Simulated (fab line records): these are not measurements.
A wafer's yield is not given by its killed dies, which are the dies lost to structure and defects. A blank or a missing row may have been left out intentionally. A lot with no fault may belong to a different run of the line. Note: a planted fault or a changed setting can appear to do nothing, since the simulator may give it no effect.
fab line records	flow n5_finfet
record: lots: 9	wafers: 25	last_day: 20
route steps=1938 shown BEOL_M0_SAQP@672 BEOL_M4@1111 PASSIVATION@1936
lots untouched by any fault: they come from a run of this same line in which no faults occurred
start_h: the number of hours between the record's first day and the start of the first shown wafer of the lot	wait_h: hours elapsed since this lot's preceding step	" the same as in the row above	L1.1+2: a single row standing in for several wafers	- no value, or no start was given	* or withheld: withheld	< > ~ a bound
route shown NAME@n: names a module that has steps shown in the file, with the first one's number in the route	usual: mean and standard deviation over wafers with no fault	same: alike in all rows	chamber/n: place in a boat	sites: per-site readings	_std_site: standard deviation of those values	_edge_site: inner sites' mean taken away from outer sites' mean	radius_mm: for every site, how far away it sits from the centre of the wafer	mask NAME#n: copy n	behind: the most recent tool/chamber to have shaped the wafer	hold: why the lot was held/for how many hours/how that ended	device: which transistor (n, p or np) failed to switch	end of line: the same wafers' tests at the end of the route	a step with no rows: only its recipe	killed: dies that structure and defects cost at the first sort, which is not the same as the wafer's yield	map: per-die view of a wafer (x killed, . not killed, _ where there is no die)
set.NAME: setting as actually run; set.NAME@STEP: the setting as run at that earlier step	model.NAME: the simulator's own value behind a step, which no gauge read
a sample of lots followed through the steps of the route, with each step as a table and each wafer as a row
services: a tool's chamber out of use, with start hour (start_h, from the record's first day; less than 0 if before it), hours out, and reason
== steps ==
step: N5_BEOL_M0_SAQP_ETCH_106
recipe: chemistry: N2/H2	target: SOC	target_depth_a: 1500	stop_on: SiNx	ion_energy_ev: 100	bias_w: 61	pressure_mtorr: 30	source_w: 850	n2_flow_sccm: 200	h2_flow_sccm: 200
usual: bias_w: 61.01/0.17	drypump_motor_current_A: 5.9/0.37	oes_product_au: 0.78/0.095	rf_vpp_V: 240.5/1.5	showerhead_plenum_p_Torr: 2.52/0.1	throttle_valve_pct: 17.65/0.28
lot.wafer	tool	chamber	start_h	wait_h	bias_w	drypump_motor_current_A	oes_product_au	rf_hours_counter_h	rf_vpp_V	showerhead_plenum_p_Torr	throttle_valve_pct
L523.3	rie_diel-01	0	116.96	-	61.03	6.1	0.82	79	238.4	2.37	18.03
L523.4	"	1	"	"	61.19	6.1	0.80	90	240.3	2.47	17.84
L523.6	"	2	"	"	60.72	6.1	0.70	-	241.2	2.63	17.97
L524.1	rie_diel-06	3	121.88	-	60.99	6.4	0.78	102	238.5	2.35	17.42
L524.5	"	2	"	"	60.91	5.2	0.67	-	242.0	2.62	17.79
L524.6	"	3	"	"	60.98	6.3	0.79	-	238.1	2.35	17.40
L525.2	rie_diel-04	2	131.31	-	60.88	5.9	0.94	7	240.7	2.49	17.60
L525.3	"	1	"	"	60.80	6.4	0.70	237	242.4	2.60	18.33
L525.6	"	1	"	"	60.82	6.4	0.70	-	242.0	2.60	18.33
L528.1	rie_diel-06	1	144.15	-	61.26	5.7	0.69	213	241.1	2.61	17.67
L528.5	"	0	"	"	61.26	5.9	0.94	-	242.0	2.50	17.15
L528.6	"	3	"	"	61.16	6.3	0.79	-	238.4	2.34	17.42
L532.2	rie_diel-06	1	178.88	-	61.27	5.7	0.68	223	243.4	2.61	17.69
L532.3	"	3	"	"	60.97	6.3	0.78	118	237.8	2.34	17.45
L532.6	"	0	"	"	60.89	5.9	0.90	-	241.6	2.49	17.18
L533.1	rie_diel-06	2	179.48	-	61.14	5.2	0.66	247	240.4	2.61	17.81
L533.5	"	2	"	"	61.01	5.2	0.66	-	242.9	2.61	17.81
L537.5	rie_diel-01	1	207.97	-	61.32	6.1	0.77	-	238.3	2.46	17.88
L537.6	"	0	"	"	60.78	6.1	0.79	-	238.7	2.36	18.07
L543.1	rie_diel-06	0	236.90	-	60.81	5.9	0.86	32	241.2	2.48	17.21
L543.4	"	2	"	"	61.44	5.2	0.96	-	242.4	2.61	17.44
L543.6	"	0	"	"	60.78	5.9	0.87	-	240.5	2.48	17.23
L545.3	rie_diel-06	1	255.03	-	60.82	5.7	0.66	249	240.9	2.60	17.74
L545.4	"	0	"	"	60.93	5.9	0.86	38	241.1	2.48	17.23
L545.6	"	2	"	"	61.11	5.2	0.93	-	241.3	2.61	17.44
step: N5_BEOL_M0_SAQP_ETCH_107
recipe: chemistry: CH3F/O2	target: SiNx	target_depth_a: 300	mask_material: SOC	pressure_mtorr: 30	source_w: 395	bias_w: 73	Ar_flow_sccm: 150	CH3F_flow_sccm: 30	O2_flow_sccm: 20	ion_energy_ev: 120
usual: bias_w: 72.99/0.22	drypump_motor_current_A: 5.9/0.37	mfc_ar_sccm: 150.0/0.45	oes_product_au: 0.79/0.1	rf_vpp_V: 294/3.8	showerhead_plenum_p_Torr: 1.99/0.077	throttle_valve_pct: 16.22/0.22
lot.wafer	tool	chamber	start_h	wait_h	bias_w	drypump_motor_current_A	mfc_ar_sccm	oes_product_au	rf_hours_counter_h	rf_vpp_V	showerhead_plenum_p_Torr	throttle_valve_pct
L523.3	rie_diel-01	0	117.02	0.0	73.02	6.1	149.7	0.84	79	301	1.85	16.42
L523.4	"	1	"	"	72.98	6.1	150.7	0.81	90	287	1.94	16.24
L523.6	"	2	"	"	72.31	6.1	151.0	0.70	-	293	2.06	16.39
L524.1	rie_diel-06	3	121.94	0.0	72.95	6.3	150.5	0.79	102	293	1.87	16.14
L524.5	"	2	"	"	72.76	5.2	149.8	0.67	-	298	2.06	16.35
L524.6	"	3	"	"	72.83	6.3	151.2	0.79	-	292	1.87	16.15
L525.2	rie_diel-04	2	131.37	0.0	73.06	5.9	149.3	0.94	7	289	1.95	16.15
L525.3	"	1	"	"	73.09	6.3	149.3	0.69	237	292	2.04	16.77
L525.6	"	1	"	"	73.33	6.4	150.3	0.70	-	291	2.04	16.77
L528.1	rie_diel-06	1	144.21	0.0	73.28	5.7	149.1	0.69	213	294	2.06	16.29
L528.5	"	0	"	"	73.15	5.9	149.9	0.95	-	291	1.97	15.76
L528.6	"	3	"	"	73.09	6.3	149.4	0.79	-	293	1.86	16.16
L532.2	rie_diel-06	1	178.94	0.0	73.14	5.7	150.4	0.67	223	293	2.05	16.29
L532.3	"	3	"	"	72.85	6.3	149.0	0.78	118	293	1.86	16.18
L532.6	"	0	"	"	72.62	5.9	150.2	0.92	-	295	1.97	15.78
L533.1	rie_diel-06	2	179.54	0.0	73.06	5.3	150.1	0.65	247	299	2.05	16.39
L533.5	"	2	"	"	73.18	5.2	150.1	0.65	-	297	2.05	16.39
L537.5	rie_diel-01	1	208.02	0.0	73.03	6.1	150.0	0.78	-	288	1.93	16.30
L537.6	"	0	"	"	73.14	6.1	150.3	0.81	-	301	1.84	16.47
L543.1	rie_diel-06	0	236.96	0.0	72.80	5.9	149.4	0.88	32	293	1.96	15.83
L543.4	"	2	"	"	72.97	5.2	150.2	0.99	-	300	2.05	15.96
L543.6	"	0	"	"	72.94	5.9	148.6	0.87	-	293	1.96	15.83
L545.3	rie_diel-06	1	255.09	0.0	72.88	5.7	149.6	0.67	249	295	2.05	16.35
L545.4	"	0	"	"	73.32	5.9	150.3	0.87	38	292	1.96	15.85
L545.6	"	2	"	"	72.88	5.2	150.2	0.96	-	297	2.05	16.00
step: N5_BEOL_M0_SAQP_SPACER2_ETCHBACK_27
recipe: chemistry: CHF3/O2	mode: anisotropic_etchback	target: SiO2	target_depth_a: 225	time_s: 11.25	pressure_mtorr: 30	source_w: 650	bias_w: 170	Ar_flow_sccm: 200	CHF3_flow_sccm: 50	O2_flow_sccm: 5	ion_energy_ev: 200
usual: bias_w: 170.0/0.52	drypump_motor_current_A: 5.9/0.34	mfc_ar_sccm: 200.0/0.65	oes_product_au: 0.80/0.094	rf_vpp_V: 517/6.9	showerhead_plenum_p_Torr: 2.39/0.092	throttle_valve_pct: 18.77/0.23
lot.wafer	tool	chamber	start_h	wait_h	bias_w	drypump_motor_current_A	mfc_ar_sccm	oes_product_au	rf_hours_counter_h	rf_vpp_V	showerhead_plenum_p_Torr	throttle_valve_pct
L523.3	rie_diel-01	0	118.28	0.3	170.0	6.1	200.3	0.84	79	529	2.24	18.96
L523.4	"	1	"	"	170.0	6.1	199.3	0.81	91	508	2.34	18.81
L523.6	"	0	"	"	169.9	6.1	200.6	0.85	-	528	2.24	18.96
L524.1	rie_diel-01	1	122.73	0.3	170.3	6.1	198.7	0.82	92	507	2.34	18.81
L524.5	"	0	"	"	170.1	6.1	200.0	0.83	-	529	2.24	18.98
L524.6	"	3	"	"	169.6	6.3	199.0	0.79	-	516	2.52	19.07
L525.2	rie_diel-01	2	132.27	0.3	170.2	6.0	199.9	0.70	239	514	2.47	18.85
L525.3	"	0	"	"	169.8	6.1	200.0	0.83	84	531	2.23	18.97
L525.6	"	1	"	"	169.7	6.1	199.4	0.81	-	509	2.34	18.81
L528.1	rie_diel-01	2	145.01	0.3	169.3	6.0	200.9	0.70	243	513	2.47	18.85
L528.5	"	2	"	"	169.5	6.1	200.2	0.69	-	516	2.47	18.87
L528.6	"	3	"	"	170.0	6.3	199.1	0.79	-	517	2.52	19.09
L532.2	rie_diel-04	1	181.53	0.3	170.6	6.3	200.5	0.69	250	511	2.45	19.30
L532.3	"	3	"	"	170.4	5.2	199.5	0.90	37	532	2.44	18.68
L532.6	"	0	"	"	169.3	5.7	201.3	0.73	-	512	2.42	18.89
L533.1	rie_diel-06	1	182.06	0.3	169.6	5.7	200.5	0.68	224	519	2.47	18.82
L533.5	"	1	"	"	170.5	5.7	200.4	0.68	-	518	2.47	18.81
L537.5	rie_diel-06	0	208.83	0.1	169.8	5.9	199.5	0.89	-	515	2.37	18.33
L537.6	"	3	"	"	169.2	6.3	200.2	0.77	-	514	2.24	18.69
L543.1	rie_diel-06	1	237.98	0.5	170.2	5.7	199.7	0.66	244	517	2.47	18.85
L543.4	"	0	"	"	169.9	5.9	200.6	0.87	-	515	2.37	18.38
L543.6	"	1	"	"	169.7	5.7	200.2	0.66	-	518	2.47	18.84
L545.3	rie_diel-06	2	255.89	0.3	170.3	5.2	199.8	0.96	6	524	2.46	18.51
L545.4	"	1	"	"	169.9	5.7	199.8	0.66	249	517	2.46	18.85
L545.6	"	3	"	"	169.9	6.3	199.8	0.77	-	516	2.24	18.71
step: N5_BEOL_M0_SAQP_ALD_48
recipe: material: SiO2	target_thk_a: 200	temp_c: 100	ald_precursor_family: BDEAS	ald_co_reactant: O2-plasma	pulse_time_s: 1	co_reactant_pulse_time_s: 1	purge_time_s: 2	co_reactant_purge_time_s: 2	ald_cycles: 139	pressure_torr: 2
usual: ald_cycles: 139/0	chamber_pressure_Torr: 2.000/0.0044	heater_power_outer_w: 41/4.6	heater_power_w: 78/8.3	precursor_pulse_height_rel: 1.000/0.02	susceptor_temp_C: 99.98/0.13
lot.wafer	tool	chamber	start_h	wait_h	ald_cycles	chamber_pressure_Torr	heater_power_outer_w	heater_power_w	precursor_pulse_height_rel	susceptor_temp_C
L523.3	ald_sin-02	0	119.77	0.6	139	1.991	40	76	0.993	99.94
L523.4	"	3	"	"	139	1.996	47	88	1.015	100.20
L523.6	"	3	"	"	139	1.992	47	90	0.996	100.12
L524.1	ald_sin-02	2	123.66	0.0	139	1.994	45	85	0.969	99.98
L524.5	"	1	"	"	139	2.000	37	68	1.011	100.25
L524.6	"	2	"	"	139	1.993	45	86	1.030	99.82
L525.2	ald_sin-03	3	133.18	0.0	139	1.995	46	89	0.992	99.91
L525.3	"	0	"	"	139	1.996	37	73	1.010	100.03
L525.6	"	3	"	"	139	1.993	48	86	1.001	100.05
L528.1	ald_sin-02	0	146.66	0.6	139	1.994	40	77	1.000	99.82
L528.5	"	1	"	"	139	1.997	36	68	1.022	100.12
L528.6	"	0	"	"	139	1.995	40	76	1.036	100.11
L532.2	ald_sin-02	2	183.50	1.0	139	2.007	46	85	0.988	99.96
L532.3	"	0	"	"	139	2.003	40	75	1.004	99.97
L532.6	"	0	"	"	228	2.006	39	76	1.022	100.13
L533.1	ald_sin-02	0	184.00	0.8	228	2.003	39	76	0.972	99.91
L533.5	"	1	"	"	139	2.006	37	67	0.996	99.73
L537.5	ald_sin-02	0	210.31	0.6	139	2.001	40	77	1.001	99.92
L537.6	"	1	"	"	228	2.002	36	67	0.976	99.88
L543.1	ald_sin-03	0	239.15	0.3	139	1.998	39	68	1.006	100.02
L543.4	"	3	"	"	139	2.008	44	88	1.024	99.93
L543.6	"	1	"	"	139	2.008	44	78	0.981	99.86
L545.3	ald_sin-01	0	256.87	0.1	139	1.998	39	78	1.001	99.99
L545.4	"	2	"	"	139	1.996	47	84	1.014	100.11
L545.6	"	1	"	"	139	1.998	38	72	0.969	99.80
step: N5_BEOL_M4_RC_MEAS_101
usual: DIBL_N: 37.0/1.6	DIBL_P: 37.0/2.1	IOFF_N: 0.17/0.032	IOFF_P: 0.22/0.043	ION_N: 679/13	ION_P: 465/9.5	SS_N: 71.7/0.59	SS_P: 73.6/0.64	VT_N: 249/3.2	VT_P: -249/4.1
lot.wafer	tool	chamber	start_h	wait_h	DIBL_N[mV/V]	DIBL_P[mV/V]	IOFF_N[nA/um]	IOFF_P[nA/um]	ION_N[uA/um]	ION_P[uA/um]	SS_N[mV/dec]	SS_P[mV/dec]	VT_N[mV]	VT_P[mV]
L523.3	prober-01	0	229.90	0.3	36.1	36.0	0.16	0.21	678	468	71.3	73.6	247	-248
L523.4	"	0	"	"	37.5	37.2	0.19	0.23	689	465	71.9	73.3	245	-249
L523.6	"	0	"	"	37.3	38.1	0.18	0.24	684	471	71.9	73.5	245	-250
L524.1	prober-01	0	239.38	0.0	37.1	37.7	0.15	0.20	663	453	72.1	74.2	252	-254
L524.5	"	0	"	"	36.9	37.9	0.15	0.20	678	467	71.6	74.0	253	-254
L524.6	"	0	"	"	35.1	35.9	0.13	0.19	679	467	71.2	73.1	253	-250
L525.2	prober-02	0	255.41	0.2	39.7	40.1	0.21	0.25	700	472	72.9	74.7	248	-249
L525.3	"	0	"	"	36.7	36.3	0.14	0.18	675	464	71.8	73.7	254	-253
L525.6	"	0	"	"	38.7	38.5	0.18	0.22	689	468	72.4	74.1	248	-253
L532.2	prober-01	0	289.23	0.2	37.5	38.7	0.18	0.22	673	464	71.7	74.2	248	-253
L532.3	"	0	"	"	36.7	37.8	0.17	0.20	681	461	71.0	73.7	248	-253
L532.6	"	0	"	"	35.6	38.1	0.15	0.19	673	457	71.5	73.7	250	-255
L528.1	prober-02	0	298.56	0.0	35.3	36.0	0.17	0.23	687	472	71.3	73.0	247	-247
L528.5	"	0	"	"	35.4	36.8	0.17	0.25	696	477	70.7	73.4	248	-247
L528.6	"	0	"	"	36.9	38.3	0.19	0.26	679	464	71.1	73.2	249	-247
L533.1	prober-01	0	319.78	0.0	34.2	35.3	0.12	0.20	660	456	70.2	74.0	254	-250
L533.5	"	0	"	"	36.4	38.1	0.16	0.24	675	469	71.5	74.5	248	-248
L537.5	prober-01	0	335.60	0.6	36.8	34.9	0.14	0.19	668	464	71.4	72.9	251	-251
L537.6	"	0	"	"	36.0	34.1	0.12	0.17	663	455	70.5	72.3	251	-254
L543.1	prober-01	0	351.16	0.0	35.7	37.3	0.13	0.16	671	455	71.9	73.7	256	-257
L543.4	"	0	"	"	35.9	37.6	0.14	0.17	675	451	71.2	73.8	251	-258
L543.6	"	0	"	"	35.4	36.7	0.13	0.16	655	441	71.5	73.3	251	-259
L545.3	prober-01	0	377.48	0.3	35.9	33.4	0.13	0.17	649	447	71.5	72.9	253	-255
L545.4	"	0	"	"	35.7	34.1	0.14	0.18	667	449	71.5	73.3	248	-253
L545.6	"	0	"	"	36.5	36.1	0.16	0.22	661	460	72.2	73.4	249	-251
step: N5_PASSIVATION_PROBE_49
usual: defect_limited_yield: 91.2/1.6	killed_at_M0_to_M3: 33/11	killed_at_M4_up: 14/5	killed_at_contacts: 12/5.8	killed_at_front_end: 41/12	killed_at_other: 3.5/2.9	killed_dies: 104/19	killed_open: 68/14	killed_short: 34/8.8	sort_bin_5_function: 5.2/1.1	sort_bin_6_memory: 3.2/0.71	sort_bin_8_speed: 0.00/0.0071	sort_n_pass: 1076/19	sort_yield_pct: 91.2/1.6
same: gross_dies: 1180	killed_at_back_side: 0	sort_bin_4_leakage[%]: 0
lot.wafer	tool	chamber	start_h	wait_h	defect_limited_yield[%]	killed_at_M0_to_M3	killed_at_M4_up	killed_at_contacts	killed_at_front_end	killed_at_other	killed_dies	killed_open	killed_short	sort_bin_5_function[%]	sort_bin_6_memory[%]	sort_bin_8_speed[%]	sort_n_pass	sort_yield_pct[%]
L523.3	prober-01	-	342.13	0.1	94.1	29	10	8	19	4	70	51	19	3.2	2.7	0	1110	94.1
L523.4	prober-01	-	342.18	0.2	91.5	48	13	2	33	4	100	60	39	4.5	3.6	0	1080	91.5
L523.6	prober-01	-	342.28	0.3	92.2	49	8	7	25	3	92	58	30	4.2	2.9	0	1088	92.2
L524.1	prober-01	-	349.00	0.0	90.1	30	14	12	54	7	117	79	35	5.7	4.0	0	1063	90.1
L524.5	prober-01	-	349.20	0.2	91.4	37	13	5	45	1	101	61	39	4.7	3.5	0	1079	91.4
L524.6	prober-01	-	349.25	0.3	91.0	23	8	13	56	6	106	66	40	5.7	3.0	0	1074	91.0
L525.2	prober-01	-	362.87	0.1	92.7	25	20	19	21	1	86	60	25	4.0	3.1	0	1094	92.7
L525.3	prober-01	-	362.92	0.1	91.8	32	9	29	27	0	97	71	26	4.7	3.2	0	1083	91.8
L525.6	prober-01	-	363.07	0.3	91.3	35	22	19	24	3	103	72	31	5.3	3.2	0	1077	91.3
L532.2	prober-02	-	391.33	0.1	91.2	22	20	12	45	5	104	59	45	5.7	2.7	0	1076	91.2
L532.3	prober-02	-	391.38	0.1	91.6	45	13	8	29	4	99	60	39	5.0	3.0	0	1081	91.6
L532.6	prober-02	-	391.53	0.3	92.7	26	12	15	32	1	86	61	25	5.0	2.1	0	1094	92.7
L528.1	prober-01	-	406.55	0.0	89.5	48	20	11	43	2	124	79	45	6.4	3.6	0	1056	89.5
L528.5	prober-01	-	406.75	0.2	90.8	34	11	11	50	3	109	63	46	5.8	3.1	0	1071	90.8
L528.6	prober-01	-	406.80	0.3	89.5	40	18	5	60	1	124	75	43	6.4	3.2	0	1056	89.5
L533.1	prober-01	-	423.00	0.0	91.8	34	12	1	49	1	97	50	41	4.4	3.1	0	1083	91.8
L533.5	prober-01	-	423.20	0.2	92.3	37	16	5	28	5	91	58	33	5.0	2.4	0	1089	92.3
L537.5	prober-02	-	445.04	0.2	92.9	31	10	7	29	7	84	53	28	4.2	2.5	0	1096	92.9
L537.6	prober-02	-	445.09	0.3	92.2	37	11	3	37	4	92	52	38	4.6	2.8	0	1088	92.2
L543.1	prober-02	-	457.75	0.0	92.9	27	22	6	28	1	84	63	20	4.4	2.6	0	1096	92.9
L543.4	prober-02	-	457.90	0.2	90.7	33	23	17	29	8	110	70	40	5.8	3.3	0	1070	90.7
L543.6	prober-02	-	458.00	0.3	90.1	41	14	20	41	1	117	78	38	5.0	4.7	0	1063	90.1
L545.3	prober-01	-	480.03	0.1	88.2	41	15	12	71	0	139	86	52	6.6	4.9	0.08	1040	88.1
L545.4	prober-01	-	480.08	0.2	88.4	58	13	17	46	3	137	87	49	7.6	3.5	0	1043	88.4
L545.6	prober-01	-	480.18	0.3	89.2	53	11	8	52	3	127	79	48	6.8	3.9	0	1053	89.2
killed by level:class
L523.3 STI_FIN_REVEAL:geometric_particle:open=10 BEOL_M2:geometric_particle:open=8 BEOL_M0_SAQP:geometric_particle:short=7 BEOL_M1:geometric_particle:open=7 MOL_CONTACT_COAG:geometric_particle:open=6 BEOL_M4:geometric_particle:open=4 BEOL_M3:geometric_particle:open=3 DUMMY_GATE:geometric_particle:open=3
L523.4 BEOL_M1:geometric_particle:open=11 FIN_SAQP:geometric_particle:open=10 BEOL_M0_SAQP:geometric_particle:short=10 BEOL_M0_SAQP:geometric_particle:open=8 FIN_SAQP:geometric_particle:short=7 BEOL_M1:geometric_particle:short=6 STARTING-WAFER:geometric_particle:open=5 STARTING-WAFER:geometric_particle:short=4
L523.6 BEOL_M2:geometric_particle:open=15 BEOL_M0_SAQP:geometric_particle:open=10 BEOL_M0_SAQP:geometric_particle:short=8 FIN_SAQP:geometric_particle:open=7 BEOL_M1:geometric_particle:open=5 STI_FIN_REVEAL:geometric_particle:short=4 MOL_CONTACT_COAG:geometric_particle:open=4 BEOL_M4:geometric_particle:open=4
L524.1 STI_FIN_REVEAL:geometric_particle:open=13 FIN_SAQP:geometric_particle:short=10 DUMMY_GATE:geometric_particle:open=8 MOL_CONTACT_COAG:geometric_particle:open=8 BEOL_M0_SAQP:geometric_particle:open=7 BEOL_M3:geometric_particle:open=7 BEOL_M2:geometric_particle:open=6 BEOL_M1:geometric_particle:open=5
L524.5 BEOL_M2:geometric_particle:open=10 FIN_SAQP:geometric_particle:short=8 BEOL_M0_SAQP:geometric_particle:short=8 FIN_SAQP:geometric_particle:open=7 BEOL_M4:geometric_particle:open=7 GATE_CUT:geometric_particle:open=6 BEOL_M1:geometric_particle:open=6 STARTING-WAFER:geometric_particle:short=6
L524.6 FIN_SAQP:geometric_particle:short=17 FIN_SAQP:geometric_particle:open=13 MOL_CONTACT_COAG:geometric_particle:open=11 STI_FIN_REVEAL:geometric_particle:open=7 BEOL_M2:geometric_particle:open=7 BEOL_M4:geometric_particle:open=6 BEOL_M2:geometric_particle:short=5 BEOL_M1:geometric_particle:open=4
L525.2 MOL_CONTACT_COAG:geometric_particle:open=14 BEOL_M4:geometric_particle:open=11 BEOL_M0_SAQP:geometric_particle:short=8 BEOL_M1:geometric_particle:open=7 GATE_CUT:geometric_particle:short=6 BEOL_M0_SAQP:geometric_particle:open=6 STARTING-WAFER:geometric_particle:open=5 STI_FIN_REVEAL:geometric_particle:open=4
L525.3 MOL_CONTACT_COAG:geometric_particle:open=20 STI_FIN_REVEAL:geometric_particle:open=11 BEOL_M1:geometric_particle:open=10 MOL_CONTACT_COAG:geometric_particle:short=9 BEOL_M0_SAQP:geometric_particle:open=7 BEOL_M2:geometric_particle:open=7 BEOL_M4:geometric_particle:open=5 FIN_SAQP:geometric_particle:open=4
L525.6 MOL_CONTACT_COAG:geometric_particle:open=12 BEOL_M4:geometric_particle:open=11 BEOL_M0_SAQP:geometric_particle:short=9 MOL_CONTACT_COAG:geometric_particle:short=7 BEOL_M0_SAQP:geometric_particle:open=7 FIN_SAQP:geometric_particle:open=6 BEOL_M1:geometric_particle:open=5 BEOL_M5:geometric_particle:open=5
L532.2 FIN_SAQP:geometric_particle:short=11 MOL_CONTACT_COAG:geometric_particle:open=9 BEOL_M4:geometric_particle:open=9 FIN_SAQP:geometric_particle:open=7 STI_FIN_REVEAL:geometric_particle:open=7 BEOL_M0_SAQP:geometric_particle:short=7 BEOL_M1:geometric_particle:open=6 BEOL_M4:geometric_particle:short=4
L532.3 BEOL_M0_SAQP:geometric_particle:open=10 BEOL_M3:geometric_particle:short=10 BEOL_M3:geometric_particle:open=10 FIN_SAQP:geometric_particle:short=6 FIN_SAQP:geometric_particle:open=6 MOL_CONTACT_COAG:geometric_particle:open=6 BEOL_M0_SAQP:geometric_particle:short=5 DUMMY_GATE:geometric_particle:open=4
L532.6 MOL_CONTACT_COAG:geometric_particle:open=13 FIN_SAQP:geometric_particle:open=10 BEOL_M0_SAQP:geometric_particle:short=7 BEOL_M4:geometric_particle:open=7 STI_FIN_REVEAL:geometric_particle:open=6 BEOL_M0_SAQP:geometric_particle:open=5 FIN_SAQP:geometric_particle:short=4 BEOL_M3:geometric_particle:short=4
L528.1 BEOL_M0_SAQP:geometric_particle:short=19 BEOL_M0_SAQP:geometric_particle:open=17 FIN_SAQP:geometric_particle:short=10 MOL_CONTACT_COAG:geometric_particle:open=10 BEOL_M4:geometric_particle:open=8 FIN_SAQP:geometric_particle:open=7 BEOL_M5:geometric_particle:open=7 STI_FIN_REVEAL:geometric_particle:open=6
L528.5 FIN_SAQP:geometric_particle:short=18 BEOL_M0_SAQP:geometric_particle:open=13 BEOL_M0_SAQP:geometric_particle:short=11 FIN_SAQP:geometric_particle:open=9 MOL_CONTACT_COAG:geometric_particle:open=9 GATE_CUT:geometric_particle:open=7 STARTING-WAFER:geometric_particle:open=4 BEOL_M4:geometric_particle:open=4
L528.6 BEOL_M0_SAQP:geometric_particle:short=15 DUMMY_GATE:geometric_particle:open=15 BEOL_M4:geometric_particle:open=12 BEOL_M0_SAQP:geometric_particle:open=12 FIN_SAQP:geometric_particle:open=9 FIN_SAQP:geometric_particle:short=8 HKMG_FIN:area_etch=6 STI_FIN_REVEAL:geometric_particle:open=5
L533.1 FIN_SAQP:geometric_particle:short=15 BEOL_M0_SAQP:geometric_particle:short=9 BEOL_M2:geometric_particle:open=9 FIN_SAQP:geometric_particle:open=7 GATE_CUT:geometric_particle:short=5 BEOL_M0_SAQP:geometric_particle:open=5 BEOL_M4:geometric_particle:open=5 STI_FIN_REVEAL:geometric_particle:open=4
L533.5 FIN_SAQP:geometric_particle:open=12 BEOL_M0_SAQP:geometric_particle:open=8 BEOL_M3:geometric_particle:open=8 BEOL_M0_SAQP:geometric_particle:short=7 BEOL_M4:geometric_particle:short=6 BEOL_M4:geometric_particle:open=5 BEOL_M1:geometric_particle:open=5 MOL_CONTACT_COAG:geometric_particle:open=4
L537.5 FIN_SAQP:geometric_particle:short=9 BEOL_M0_SAQP:geometric_particle:open=9 MOL_CONTACT_COAG:geometric_particle:open=6 BEOL_M0:geometric_particle:open=6 BEOL_M0_SAQP:geometric_particle:short=4 BEOL_M2:geometric_particle:open=4 BEOL_M3:geometric_particle:open=4 BEOL_M4:geometric_particle:open=4
L537.6 FIN_SAQP:geometric_particle:short=11 BEOL_M0_SAQP:geometric_particle:short=8 STI_FIN_REVEAL:geometric_particle:open=6 BEOL_M2:geometric_particle:open=6 BEOL_M3:geometric_particle:open=6 FIN_SAQP:geometric_particle:open=5 BEOL_M0_SAQP:geometric_particle:open=4 BEOL_M1:geometric_particle:open=4
L543.1 BEOL_M4:geometric_particle:open=9 FIN_SAQP:geometric_particle:open=7 BEOL_M3:geometric_particle:open=7 BEOL_M0_SAQP:geometric_particle:open=7 BEOL_M0_SAQP:geometric_particle:short=6 GATE_CUT:geometric_particle:open=5 MOL_CONTACT_COAG:geometric_particle:open=5 STI_FIN_REVEAL:geometric_particle:open=4
L543.4 MOL_CONTACT_COAG:geometric_particle:open=11 BEOL_M4:geometric_particle:open=11 FIN_SAQP:geometric_particle:short=9 BEOL_M1:geometric_particle:open=9 FIN_SAQP:geometric_particle:open=7 MOL_CONTACT_COAG:geometric_particle:short=6 BEOL_M3:geometric_particle:open=6 BEOL_M2:geometric_particle:open=5
L543.6 MOL_CONTACT_COAG:geometric_particle:open=14 BEOL_M2:geometric_particle:open=12 FIN_SAQP:geometric_particle:open=10 FIN_SAQP:geometric_particle:short=10 BEOL_M0_SAQP:geometric_particle:short=7 BEOL_M4:geometric_particle:open=6 MOL_CONTACT_COAG:geometric_particle:short=6 BEOL_M0_SAQP:geometric_particle:open=6
L545.3 FIN_SAQP:geometric_particle:short=15 FIN_SAQP:geometric_particle:open=10 MOL_CONTACT_COAG:geometric_particle:open=10 STI_FIN_REVEAL:geometric_particle:open=9 STARTING-WAFER:geometric_particle:open=9 BEOL_M0_SAQP:geometric_particle:open=8 BEOL_M3:geometric_particle:open=8 DUMMY_GATE:geometric_particle:open=7
L545.4 BEOL_M0_SAQP:geometric_particle:open=17 MOL_CONTACT_COAG:geometric_particle:open=14 BEOL_M0_SAQP:geometric_particle:short=12 FIN_SAQP:geometric_particle:short=10 FIN_SAQP:geometric_particle:open=10 BEOL_M2:geometric_particle:open=8 BEOL_M3:geometric_particle:open=7 DUMMY_GATE:geometric_particle:open=5
L545.6 BEOL_M0_SAQP:geometric_particle:open=18 BEOL_M0_SAQP:geometric_particle:short=18 FIN_SAQP:geometric_particle:open=13 FIN_SAQP:geometric_particle:short=9 STI_FIN_REVEAL:geometric_particle:open=9 MOL_CONTACT_COAG:geometric_particle:open=8 GATE_CUT:geometric_particle:short=7 BEOL_M3:geometric_particle:open=7
== services ==
tool	chamber	start_h	hours	kind
rie_diel-06	1	98.68	2.0	repair
ald_sin-03	-	114.39	6.1	pm
rie_diel-06	0	116.04	-	clean
rie_diel-06	0	116.04	-	consumable_replace:focus_ring
rie_diel-06	0	116.04	20.9	scheduled_down
rie_diel-06	0	116.04	20.9	vent_cycle
ald_sin-01	2	127.44	4.5	repair
rie_diel-04	-	151.51	2.8	pm
ald_sin-01	-	152.45	6.0	pm
rie_diel-01	0	166.24	2.4	repair
rie_diel-01	2	172.64	-	clean
rie_diel-01	2	172.64	-	consumable_replace:focus_ring
rie_diel-01	2	172.64	18.8	scheduled_down
rie_diel-01	2	172.64	18.8	vent_cycle
ald_sin-03	-	178.21	14.0	pm
ald_sin-01	-	184.21	14.6	pm
rie_diel-04	1	188.60	8.5	repair
rie_diel-06	1	193.88	1.5	repair
ald_sin-03	-	205.16	0.8	repair
rie_diel-06	2	206.48	-	clean
rie_diel-06	2	206.48	-	consumable_replace:focus_ring
rie_diel-06	2	206.48	29.8	scheduled_down
rie_diel-06	2	206.48	29.8	vent_cycle
rie_diel-06	3	227.99	10.4	repair
== key ==
first_sign: step: N5_BEOL_M0_SAQP_ALD_48	reading: ald_cycles	direction: up	sigmas: 99+	usual: *	struck: *
effect none on later readings
met_at N5_BEOL_M0_SAQP_ALD_48
struck_lots L532,L533,L537
struck_wafers L532.6,L533.1,L537.6
not_acting_at N5_BEOL_M0_SAQP_ETCH_106,N5_BEOL_M0_SAQP_ETCH_107,N5_BEOL_M0_SAQP_SPACER2_ETCHBACK_27
fault: kind: process_parameter_drift	tool: ald_sin-02	chamber: -	onset_h: 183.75	steps: N5_BEOL_M0_SAQP_ALD_48	channel: ald_cycles	offset: *	shape: step	end_h: 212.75	scope: struck_wafers_only	acts_in: *	stated: *
